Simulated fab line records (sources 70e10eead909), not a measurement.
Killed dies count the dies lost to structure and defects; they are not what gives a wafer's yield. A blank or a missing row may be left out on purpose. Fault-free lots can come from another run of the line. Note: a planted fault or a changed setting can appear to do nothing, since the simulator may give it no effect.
fab line records -- flow nand-harc
[record] lots = 15, wafers = 44, last-day = 24
route steps=1159 shown P_GATE@215 P_CONTACT@219
lots that met no fault: from a run of the same line without faults
start-h: the number of hours between the record's first day and the start of the first shown wafer of the lot -- wait-h: how many hours have passed since the lot's step before this one -- " unchanged from the row above -- L1.1+2: a single row standing in for several wafers -- - no value, or no start was given -- * or withheld: withheld -- < > ~ a bound
route shown NAME@n: names a module that has steps shown in the file, with the first one's number in the route -- usual: mean/standard deviation taken from wafers without a fault -- same: alike in all rows -- chamber/n: place in a boat -- sites: readings site by site -- _std_site: standard deviation across them -- _edge_site: inner sites' mean taken away from outer sites' mean -- radius-mm: how far each site lies from the wafer's centre -- mask NAME#n: copy n -- behind: the last tool/chamber to shape the wafer -- hold: what put the lot on hold/how long, in hours/how the hold closed -- device: names the non-switching transistor (n, p or np) -- end of line: the tests these same wafers got at the end of their route -- a step given without rows: its recipe and nothing more -- killed: dies lost to structure and defects at the first sort, not the wafer's yield -- map: dies across one wafer; x = killed, . = not, _ = none there
set.NAME: the setting as run; set.NAME@STEP: as run at that earlier step -- model.NAME: the simulator's own value behind a step, which no gauge read
one table for each step of the route and one row for each wafer, over a sample of lots
services: a tool's chamber out of use, with start hour (start-h, from the record's first day; less than 0 if before it), hours out, and reason
[[steps]]
[step NHARC_P_GATE_RTA_82]
[recipe] temp-c = 450, time-s = 30
[usual] lamp-power-pct = 4.095/0.013, wafer_temp_C_max = 451.9/0.56
lot.wafer,tool,chamber,start-h,wait-h,lamp-power-pct,wafer_temp_C_max
L151.1,rtp-anneal-01,0,107.42,-,4.113,451.9
L151.2,rtp-anneal-01,0,107.42,-,4.112,452.2
L151.5,rtp-anneal-01,0,107.42,-,4.105,452.2
L152.2,rtp-anneal-02,0,110.02,-,4.082,451.3
L152.3,rtp-anneal-02,0,110.02,-,4.076,451.1
L152.5,rtp-anneal-02,0,110.02,-,4.083,451.5
L153.2,rtp-anneal-01,0,122.00,-,4.116,452.4
L153.4,rtp-anneal-01,0,122.00,-,4.117,452.7
L153.5,rtp-anneal-01,0,122.00,-,4.109,452.5
L156.2,rtp-anneal-02,0,140.06,-,4.088,450.9
L156.3,rtp-anneal-02,0,140.06,-,4.081,450.6
L156.6,rtp-anneal-02,0,140.06,-,4.078,451.0
L158.2,rtp-anneal-02,0,142.65,-,4.088,451.6
L158.4,rtp-anneal-02,0,142.65,-,4.076,452.0
L157.2,rtp-anneal-02,0,143.55,-,4.083,451.0
L157.4,rtp-anneal-02,0,143.55,-,4.088,451.1
L157.6,rtp-anneal-02,0,143.55,-,4.085,451.3
L164.2,rtp-anneal-02,0,186.89,-,4.084,451.7
L164.4,rtp-anneal-02,0,186.89,-,4.084,451.8
L164.5,rtp-anneal-02,0,186.89,-,4.080,451.3
L165.2,rtp-anneal-02,0,194.45,-,4.087,451.3
L165.3,rtp-anneal-02,0,194.45,-,4.081,451.5
L165.6,rtp-anneal-02,0,194.45,-,4.086,450.8
L166.1,rtp-anneal-01,0,200.93,-,4.111,451.9
L166.2,rtp-anneal-01,0,200.93,-,4.112,452.6
L166.5,rtp-anneal-01,0,200.93,-,4.111,452.8
L167.1,rtp-anneal-01,0,201.19,-,4.112,452.5
L167.3,rtp-anneal-01,0,201.19,-,4.107,452.7
L167.6,rtp-anneal-01,0,201.19,-,4.117,452.0
L169.1,rtp-anneal-02,0,215.98,-,4.085,451.3
L169.3,rtp-anneal-02,0,215.98,-,4.084,451.4
L169.4,rtp-anneal-02,0,215.98,-,4.082,451.1
L172.1,rtp-anneal-02,0,230.17,-,4.080,450.8
L172.3,rtp-anneal-02,0,230.17,-,4.079,451.4
L172.6,rtp-anneal-02,0,230.17,-,4.088,451.1
L171.1,rtp-anneal-02,0,231.19,-,4.080,451.6
L171.4,rtp-anneal-02,0,231.19,-,4.081,451.6
L171.6,rtp-anneal-02,0,231.19,-,4.080,452.2
L173.2,rtp-anneal-01,0,239.04,-,4.113,452.2
L173.4,rtp-anneal-01,0,239.04,-,4.111,453.0
L173.5,rtp-anneal-01,0,239.04,-,4.113,452.4
L174.2,rtp-anneal-01,0,240.07,-,4.102,452.7
L174.4,rtp-anneal-01,0,240.07,-,4.110,452.7
L174.6,rtp-anneal-01,0,240.07,-,4.112,452.8
[step NHARC_P_CONTACT_CMP_01]
[recipe] target-thk-nm = 200, material = SiO2
[usual] edge-zone-pressure-frac = 1.000/0.0053, motor-current-A = 11.3/1, slurry-flow-ml-min = 150.0/0.44
lot.wafer,tool,chamber,start-h,wait-h,edge-zone-pressure-frac,motor-current-A,slurry-flow-ml-min
L151.1,cmp-03,3,108.44,-,0.998,9.9,151.0
L151.2,cmp-03,0,108.44,-,0.999,9.7,150.7
L151.5,cmp-03,1,108.44,-,1.009,11.3,150.4
L152.2,cmp-03,3,111.00,-,0.997,9.4,150.2
L152.3,cmp-03,1,111.00,-,1.000,11.4,150.3
L152.5,cmp-03,0,111.00,-,0.996,9.7,149.5
L153.4,cmp-03,3,123.33,-,1.005,9.4,149.9
L153.2,cmp-03,0,123.33,-,1.001,10.1,150.8
L153.5,cmp-03,3,123.33,-,0.999,9.6,150.1
L156.2,cmp-02,3,141.03,-,0.988,12.6,150.9
L156.3,cmp-02,1,141.03,-,1.005,11.7,149.9
L156.6,cmp-02,2,141.03,-,1.000,11.7,150.5
L158.2,cmp-02,0,143.60,-,0.997,10.2,149.7
L158.4,cmp-02,1,143.60,-,0.998,11.4,149.9
L157.2,cmp-02,0,144.52,-,0.993,10.8,150.3
L157.4,cmp-02,1,144.52,-,1.000,11.4,150.1
L157.6,cmp-02,0,144.52,-,0.999,10.8,150.2
L164.2,cmp-04,3,187.84,-,1.005,10.7,150.1
L164.4,cmp-04,1,187.84,-,1.002,11.8,148.7
L164.5,cmp-04,3,187.84,-,0.997,10.9,150.6
L165.3,cmp-04,1,195.55,-,1.003,11.5,149.5
L165.2,cmp-04,3,195.55,-,1.003,11.2,150.0
L165.6,cmp-04,0,195.55,-,0.998,10.6,149.6
L166.2,cmp-03,0,201.91,-,1.004,10.3,150.0
L166.1,cmp-03,3,201.91,-,0.997,9.5,149.9
L166.5,cmp-03,1,201.91,-,1.002,12.1,151.2
L167.1,cmp-02,1,202.21,-,1.009,11.8,150.3
L167.3,cmp-02,3,202.21,-,0.998,13.6,150.2
L167.6,cmp-02,1,202.21,-,1.011,11.2,150.2
L169.3,cmp-04,2,216.98,-,0.999,11.5,149.7
L169.4,cmp-04,3,216.98,-,1.001,11.1,150.1
L169.1,cmp-04,0,216.98,-,0.997,10.7,150.1
L172.1,cmp-03,1,231.17,-,1.001,11.9,150.5
L172.3,cmp-03,2,231.17,-,1.003,11.6,150.7
L172.6,cmp-03,1,231.17,-,0.998,12.2,150.9
L171.1,cmp-02,3,232.18,-,0.998,12.5,149.9
L171.4,cmp-02,1,232.18,-,1.005,11.2,149.3
L171.6,cmp-02,0,232.18,-,0.999,10.3,150.3
L173.2,cmp-03,3,240.15,-,0.995,9.9,149.8
L173.4,cmp-03,2,240.15,-,1.000,11.5,150.2
L173.5,cmp-03,3,240.15,-,0.997,9.4,150.1
L174.2,cmp-03,1,241.29,0.5,1.003,11.4,150.5
L174.4,cmp-03,2,241.29,0.5,0.996,12.1,150.4
L174.6,cmp-03,0,241.29,0.5,0.999,10.1,149.8
[step NHARC_P_CONTACT_PEB_10]
[recipe] peb-temp-c = 100, peb-time-s = 65
lot.wafer,tool,chamber,start-h,wait-h
L151.1+2+5,litho-track-01,0,109.14,0.1
L152.2+3+5,litho-track-04,0,111.63,0.1
L153.2+4+5,litho-track-06,0,124.05,0.1
L156.2+3+6,litho-track-01,0,141.75,0.1
L158.2+4,litho-track-01,0,144.22,0.1
L157.2+4+6,litho-track-01,0,145.25,0.1
L164.2+4+5,litho-track-04,0,188.59,0.1
L165.2+3+6,litho-track-06,0,196.15,0.1
L166.1+2+5,litho-track-06,0,202.65,0.1
L167.1+3+6,litho-track-06,0,202.81,0.1
L169.1+3+4,litho-track-04,0,217.60,0.1
L172.1+3+6,litho-track-06,0,231.90,0.1
L171.1+4+6,litho-track-04,0,232.92,0.1
L173.2+4+5,litho-track-01,0,240.78,0.1
L174.2+4+6,litho-track-01,0,242.01,0.1
[step NHARC_P_CONTACT_CD_MEAS_12]
[recipe] target-cd-nm = 90, landing-energy-ev = 500
[usual] cd-nm = 89.7/0.71
lot.wafer,tool,chamber,start-h,wait-h,cd-nm
L151.1,cd-sem-03,0,109.22,-,90.8
L151.2,cd-sem-03,0,109.22,-,89.7
L151.5,cd-sem-03,0,109.22,-,89.1
L152.2,cd-sem-03,0,111.71,-,90.2
L152.3,cd-sem-03,0,111.71,-,90.4
L152.5,cd-sem-03,0,111.71,-,90.5
L153.2,cd-sem-01,0,124.13,-,89.3
L153.4,cd-sem-01,0,124.13,-,90.0
L153.5,cd-sem-01,0,124.13,-,89.2
L156.2,cd-sem-03,0,141.83,-,89.5
L156.3,cd-sem-03,0,141.83,-,105.7
L156.6,cd-sem-03,0,141.83,-,90.5
L158.2,cd-sem-01,0,144.30,-,89.3
L158.4,cd-sem-01,0,144.30,-,105.0
L157.2,cd-sem-01,0,145.33,-,89.5
L157.4,cd-sem-01,0,145.33,-,105.3
L157.6,cd-sem-01,0,145.33,-,90.4
L164.2,cd-sem-01,0,188.68,-,89.4
L164.4,cd-sem-01,0,188.68,-,89.6
L164.5,cd-sem-01,0,188.68,-,89.3
L165.2,cd-sem-03,0,196.23,-,88.9
L165.3,cd-sem-03,0,196.23,-,89.4
L165.6,cd-sem-03,0,196.23,-,89.1
L166.1,cd-sem-01,0,202.73,-,89.7
L166.2,cd-sem-01,0,202.73,-,89.2
L166.5,cd-sem-01,0,202.73,-,90.5
L167.1,cd-sem-03,0,202.89,-,89.4
L167.3,cd-sem-03,0,202.89,-,88.9
L167.6,cd-sem-03,0,202.89,-,89.9
L169.1,cd-sem-01,0,217.68,-,90.2
L169.3,cd-sem-01,0,217.68,-,89.4
L169.4,cd-sem-01,0,217.68,-,91.1
L172.1,cd-sem-01,0,231.99,-,89.5
L172.3,cd-sem-01,0,231.99,-,90.5
L172.6,cd-sem-01,0,231.99,-,90.3
L171.1,cd-sem-02,0,233.00,-,89.4
L171.4,cd-sem-02,0,233.00,-,88.9
L171.6,cd-sem-02,0,233.00,-,89.0
L173.2,cd-sem-02,0,240.86,-,89.7
L173.4,cd-sem-02,0,240.86,-,89.3
L173.5,cd-sem-02,0,240.86,-,90.5
L174.2,cd-sem-01,0,242.09,-,89.6
L174.4,cd-sem-01,0,242.09,-,89.0
L174.6,cd-sem-01,0,242.09,-,88.8
[step NHARC_P_CONTACT_STRIP_28]
[recipe] o2-flow-sccm = 500, ar-flow-sccm = 0, bias-w = 0, chemistry = O2
[usual] drypump-motor-current-A = 5.8/0.59, mfc-ar-sccm = 0.004/0.0074, oes-product-au = 0.999/0.0098, rf-vpp-V = 57.9/0.91, showerhead-plenum-p-Torr = 3.55/0.13, throttle-valve-pct = 17.036/0.0095
lot.wafer,tool,chamber,start-h,wait-h,drypump-motor-current-A,mfc-ar-sccm,oes-product-au,rf-hours-counter-h,rf-vpp-V,showerhead-plenum-p-Torr,throttle-valve-pct
L151.1,rie-diel-02,3,110.73,0.1,6.6,0.021,0.989,12,57.7,3.62,17.033
L151.2,rie-diel-02,0,110.73,0.1,5.0,0,1.005,13,56.5,3.35,17.042
L151.5,rie-diel-02,2,110.73,0.1,6.2,0,0.994,-,59.2,3.73,17.045
L152.2,rie-diel-05,3,112.86,0.1,6.5,0,1.009,43,59.0,3.33,17.032
L152.3,rie-diel-05,1,112.86,0.1,5.7,0,1.019,42,57.3,3.51,17.027
L152.5,rie-diel-05,2,112.86,0.1,6.2,0.001,0.999,-,58.4,3.41,17.045
L153.4,rie-diel-05,0,125.27,0.1,4.8,0.004,0.999,44,58.6,3.52,17.061
L153.2,rie-diel-05,1,125.27,0.1,5.7,0,1.001,46,57.5,3.51,17.032
L153.5,rie-diel-05,3,125.27,0.1,6.5,0,1.007,-,58.1,3.33,17.038
L156.2,rie-diel-08,0,143.01,0.1,6.0,0.018,0.999,1,58.5,3.64,17.043
L156.3,rie-diel-08,1,143.01,0.1,5.1,0.001,1.006,1,58.1,3.50,17.029
L156.6,rie-diel-08,3,143.01,0.1,6.3,0,0.981,-,58.4,3.69,17.051
L158.4,rie-diel-08,1,145.43,0.1,5.1,0.001,1.007,1,58.0,3.50,17.039
L158.2,rie-diel-08,2,145.43,0.1,6.3,0,0.984,1,57.9,3.43,17.044
L157.4,rie-diel-02,1,146.49,0.1,5.2,0,1.000,18,58.3,3.67,17.034
L157.2,rie-diel-02,3,146.49,0.1,6.6,0.021,0.987,16,57.8,3.62,17.037
L157.6,rie-diel-02,1,146.49,0.1,5.2,0,1.007,-,56.7,3.67,17.036
L164.2,rie-diel-02,3,189.83,0.1,6.6,0.021,0.998,3,55.2,3.62,17.051
L164.4,rie-diel-02,1,189.83,0.1,5.2,0,1.012,3,58.2,3.67,17.040
L164.5,rie-diel-02,3,189.83,0.1,6.6,0.021,1.006,-,57.8,3.62,17.033
L165.3,rie-diel-08,3,197.41,0.1,6.3,0,0.998,6,59.4,3.69,17.035
L165.2,rie-diel-08,0,197.41,0.1,5.9,0.018,0.984,6,57.3,3.64,17.045
L165.6,rie-diel-08,2,197.41,0.1,6.4,0,0.988,-,57.5,3.43,17.034
L166.1,rie-diel-02,2,203.87,0.1,6.2,0,0.997,5,58.6,3.72,17.017
L166.2,rie-diel-02,1,203.87,0.1,5.2,0,1.013,5,58.3,3.67,17.023
L166.5,rie-diel-02,3,203.87,0.1,6.6,0.021,1.011,-,56.4,3.62,17.033
L167.3,rie-diel-08,1,204.04,0.1,5.1,0.001,1.001,8,57.7,3.50,17.035
L167.1,rie-diel-08,3,204.04,0.1,6.3,0,1.000,7,59.3,3.69,17.036
L167.6,rie-diel-08,1,204.04,0.1,5.1,0.001,1.006,-,58.4,3.50,17.055
L169.1,rie-diel-08,3,218.81,0.1,6.3,0,1.016,8,60.7,3.69,17.024
L169.3,rie-diel-08,0,218.81,0.1,5.9,0.018,0.980,8,57.9,3.64,17.024
L169.4,rie-diel-08,1,218.81,0.1,5.2,0.001,1.009,9,57.4,3.50,17.016
L172.3,rie-diel-08,2,233.27,0.1,6.4,0,0.983,10,57.6,3.43,17.043
L172.1,rie-diel-08,3,233.27,0.1,6.3,0,0.996,10,58.3,3.69,17.046
L172.6,rie-diel-08,1,233.27,0.1,5.1,0.001,1.018,-,55.8,3.50,17.060
L171.1,rie-diel-08,3,234.20,0.1,6.3,0,0.988,10,58.6,3.69,17.042
L171.6,rie-diel-08,1,234.20,0.1,5.1,0.001,1.005,-,57.3,3.50,17.041
L171.4,rie-diel-08,3,234.20,0.1,6.3,0,0.997,-,58.0,3.69,17.028
L173.2,rie-diel-02,1,241.99,0.1,5.3,0,1.014,8,58.0,3.66,17.050
L173.4,rie-diel-02,0,241.99,0.1,5.0,0,1.009,9,56.6,3.35,17.031
L173.5,rie-diel-02,1,241.99,0.1,5.3,0,1.008,-,57.3,3.66,17.034
L174.2,rie-diel-08,2,243.42,0.1,6.3,0,0.981,11,58.0,3.43,17.037
L174.6,rie-diel-08,0,243.42,0.1,6.0,0.018,0.996,-,55.8,3.64,17.060
L174.4,rie-diel-08,1,243.42,0.1,5.1,0.001,0.999,-,59.1,3.49,17.048
[[services]]
tool,chamber,start-h,hours,kind
litho-track-01,-,93.00,7.0,pm
rie-diel-08,1,108.66,7.9,repair
cmp-02,-,109.82,1.4,repair
rie-diel-08,3,109.85,9.1,repair
cmp-02,-,115.92,2.5,repair
litho-track-06,-,117.00,7.0,pm
rie-diel-08,-,124.80,9.0,pm
cmp-02,-,128.50,4.0,pm
rie-diel-08,1,134.74,5.1,repair
rie-diel-08,-,140.42,0.7,repair
cmp-02,-,150.27,0.6,repair
rie-diel-02,-,150.70,9.0,pm
cmp-02,-,155.87,0.5,repair
cmp-03,-,156.13,4.0,pm
rie-diel-08,2,160.91,5.5,repair
rie-diel-02,3,171.82,4.8,repair
rie-diel-02,2,179.85,2.3,repair
cmp-02,-,185.17,0.9,repair
cmp-02,-,188.79,0.2,repair
rie-diel-08,3,194.34,1.6,repair
cmp-03,-,210.06,10.7,repair
cmp-02,-,226.50,4.0,pm
rie-diel-08,0,231.52,3.8,repair
rie-diel-08,3,241.07,3.1,repair
[[key]]
[first-sign] step = NHARC_P_CONTACT_CD_MEAS_12, reading = cd-nm, direction = up, sigmas = 22, usual = 89.7, struck = 105.3
effect none on later readings
met-at NHARC_P_CONTACT_PEB_10
struck-lots L156,L157,L158
struck-wafers L156.3,L157.4,L158.4
sort-left-out L156.3,L157.4,L158.4
tester-left-out L156,L157,L158
not-acting-at NHARC_P_GATE_RTA_82,NHARC_P_CONTACT_CMP_01,NHARC_P_CONTACT_STRIP_28
onset-between 109.14 141.75
[fault] kind = process-parameter-drift, tool = litho-track-01, chamber = -, onset-h = 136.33, steps = NHARC_P_CONTACT_PEB_10, channel = peb-time-s, offset = *, shape = step, end-h = 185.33, scope = struck-wafers-only, acts-in = *, stated = *
// tester-left-out: of these lots the tester's yield and bins aren't shown, on N5 and GAA mostly nor the transistor test; their killed dies are dies lost to structure and defects alone, not to doping, threshold or leakage, so they don't give the yield
// sort-left-out: the simulated sort isn't trusted on such a fault, so these wafers' sort isn't shown, and their yield isn't known
